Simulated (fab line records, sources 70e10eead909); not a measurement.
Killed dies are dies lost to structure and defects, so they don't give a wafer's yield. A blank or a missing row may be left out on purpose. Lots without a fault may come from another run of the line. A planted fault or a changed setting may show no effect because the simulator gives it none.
A struck lot beside a sound one | flow nand_harc | 15 steps out of a route of 1302
Sound: wafers L531.1, L531.4, L531.5. Struck: wafers L542.2, L542.5, L542.6. The cause comes at the end.
At each step with rows: each side's tool, then ch and its chambers, then its first start. Under that, the readings that differ: sound wafers | struck wafers | difference of the means | sigmas: that difference in standard deviations of wafers without a fault.
alike: readings whose means differ by less than 2 such deviations, and words and numbers that are the same on both sides. not compared: withheld readings, readings that some wafer has no value for, bounds like >300 that may hide the same value, and numbers for which the record gives no deviation and whose values overlap.
The two part at a step that has a row with sigmas, a row that says differs or no value, or rows on one side only. Numbers that don't overlap but have no deviation are shown without sigmas and don't part them. A reading that every wafer of one side lacks parts them only if that side has two wafers or more.

NHARC_A_ONON_D2_THK_MEAS_11: measures by ellipsometry.
  sound on film_metro-02, day 15 17:14; struck on film_metro-02, day 20 06:59
  alike: thk_nm
then, 1 step without rows for these wafers: NHARC_A_ONON_D2_DEP_12 (target thk 1000 nm).
NHARC_A_ONON_D2_THK_MEAS_14: measures by ellipsometry.
  sound on film_metro-01, day 15 17:49; struck on film_metro-02, day 20 07:34
  alike: thk_nm
then, 2 steps without rows for these wafers: NHARC_A_ONON_D2_ANNEAL_15 (time 3600 s); NHARC_A_ONON_D2_DEP_16 (target thk 1000 nm).
NHARC_A_ONON_D2_THK_MEAS_18: measures by ellipsometry.
  sound on film_metro-01, day 16 02:55; struck on film_metro-02, day 20 14:52
  alike: thk_nm
then, 1 step without rows for these wafers: NHARC_A_ONON_D2_DEP_19 (target thk 1000 nm).
NHARC_A_ONON_D2_THK_MEAS_21: measures by ellipsometry.
  sound on film_metro-01, day 16 03:29; struck on film_metro-02, day 20 15:26
  alike: thk_nm
then, 1 step without rows for these wafers: NHARC_A_ONON_D2_DEP_22 (target thk 1000 nm).
NHARC_A_ONON_D2_THK_MEAS_24: measures by ellipsometry.
  sound on film_metro-01, day 16 04:03; struck on film_metro-02, day 20 16:00
  alike: thk_nm
then, 1 step without rows for these wafers: NHARC_A_ONON_D2_DEP_25 (target thk 1000 nm).
NHARC_A_ONON_D2_THK_MEAS_27: measures by ellipsometry.
  sound on film_metro-01, day 16 04:37; struck on film_metro-02, day 20 16:34
  alike: thk_nm
NHARC_A_ONON_D2_DEP_28: target thk 1000 nm.
  sound on pecvd_onon-02 ch 0, day 16 04:40; struck on pecvd_onon-02 ch 0, day 20 16:41
  alike: susceptor_temp_C
NHARC_A_ONON_D2_THK_MEAS_30: measures by ellipsometry.
  sound on film_metro-02, day 16 05:11; struck on film_metro-01, day 20 17:19
  reading     | sound          | struck      | difference | sigmas
  thk_nm (nm) | 1011 1010 1008 | 408 409 409 | -601       | -72
  not compared: hold
NHARC_END_SORT_01:
  the record has rows for the sound wafers here (prober-01 ch 0, day 27 15:50) and none for the struck ones

WHERE THEY PART
First at NHARC_A_ONON_D2_THK_MEAS_30; last, within this record, at NHARC_END_SORT_01.

WHY: what the simulator had put in
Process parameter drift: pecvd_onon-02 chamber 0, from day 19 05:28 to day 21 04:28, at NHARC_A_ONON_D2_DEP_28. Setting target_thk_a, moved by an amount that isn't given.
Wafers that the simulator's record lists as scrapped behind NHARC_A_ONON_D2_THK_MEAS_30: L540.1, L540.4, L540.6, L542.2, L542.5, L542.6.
